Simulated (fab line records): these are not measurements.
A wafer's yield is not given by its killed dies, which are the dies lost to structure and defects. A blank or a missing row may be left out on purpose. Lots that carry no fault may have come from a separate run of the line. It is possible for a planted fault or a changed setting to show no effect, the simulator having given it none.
Matching of chambers	flow nand harc	NHARC_A_CHANNEL_FILL_D1_ALD_25 on ald hk-04: 4 sister chambers
The step deposits SiOx, target thk 60 nm, pulse time 10 s, ald cycles 600. 4 wafers are shown with their chamber, then 8 later ones without.

== WAFERS PAIRED WITH THEIR CHAMBERS ==
wafer	chamber	heater power w (W)
L085.6	1	431
L087.4	2	437
L087.5	3	405
L096.2	0	441

== WAFERS WITHOUT THEIR CHAMBER ==
wafer	heater power w (W)
L096.4	396
L096.1	397
L096.3	418
L096.5	408
L096.6	447
L097.4	403
L097.3	388
L097.5	432

== THE CHAMBER EACH PASSED THROUGH ==
wafer	from the rows above	in truth
L096.4	3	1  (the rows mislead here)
L096.1	3	3
L096.3	can't be placed: 1 or 3 or 2 or 0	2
L096.5	3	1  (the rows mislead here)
L096.6	can't be placed: 0 or 2 or 1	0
L097.4	3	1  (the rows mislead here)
L097.3	3	3
L097.5	can't be placed: 1 or 2 or 0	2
Correct placement for 2 of the 8. These rows do not allow placing 3 (true chamber among the candidates in 3). Placed wrongly: 3.
How it was worked out, from the rows above alone: a wafer's distance from a chamber is the root of the sum, over the readings, of the square of ((its reading less the chamber's mean) divided by the reading's scatter). The wafer belongs to the nearest chamber; if the next one is less than 2 further off, it can't be placed. For every chamber, the mean is computed from those of its wafers that are shown. The scatter: with one shown wafer a chamber, the root of the mean of the squares of how far each hidden wafer lies from its nearest shown one.
